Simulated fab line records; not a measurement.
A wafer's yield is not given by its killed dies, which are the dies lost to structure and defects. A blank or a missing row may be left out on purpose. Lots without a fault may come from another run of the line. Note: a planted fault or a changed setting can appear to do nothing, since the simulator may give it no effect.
Matching of chambers ; flow n5-finfet ; N5_BEOL_M5_ALD_86 on ald-metal-02: 4 sister chambers
The step deposits TaN, pulse time 2 s, purge time 3 s, co reactant purge time 2 s. 4 wafers are shown with their chamber, then 6 later ones without.

## WAFERS PAIRED WITH THEIR CHAMBERS
wafer;chamber;heater-power-w (W)
L236.4;1;425
L241.1;2;430
L242.5;0;377
L242.6;3;328

## WAFERS WHOSE CHAMBER IS MISSING
wafer;heater-power-w (W)
L251.1;384
L251.4;322
L251.5;391
L253.1;434
L253.2;381
L253.6;416

## THE CHAMBER EACH PASSED THROUGH
wafer;from the rows above;in truth
L251.1;0;0
L251.4;3;3
L251.5;0;0
L253.1;can't be placed: 2 or 1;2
L253.2;0;0
L253.6;can't be placed: 1 or 2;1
4 of 6 placed correctly. Can't be placed from these rows: 2 (the true chamber is among the candidates in 2). Wrongly placed: 0.
How it was worked out, from the rows above alone: a wafer's distance from a chamber is the root of the sum, over the readings, of the square of ((its reading less the chamber's mean) divided by the reading's scatter). The wafer belongs to the nearest chamber; if the next one is less than 2 further off, it can't be placed. For every chamber, the mean is computed from those of its wafers that are shown. The scatter: with one shown wafer a chamber, the root of the mean of the squares of how far each hidden wafer lies from its nearest shown one.
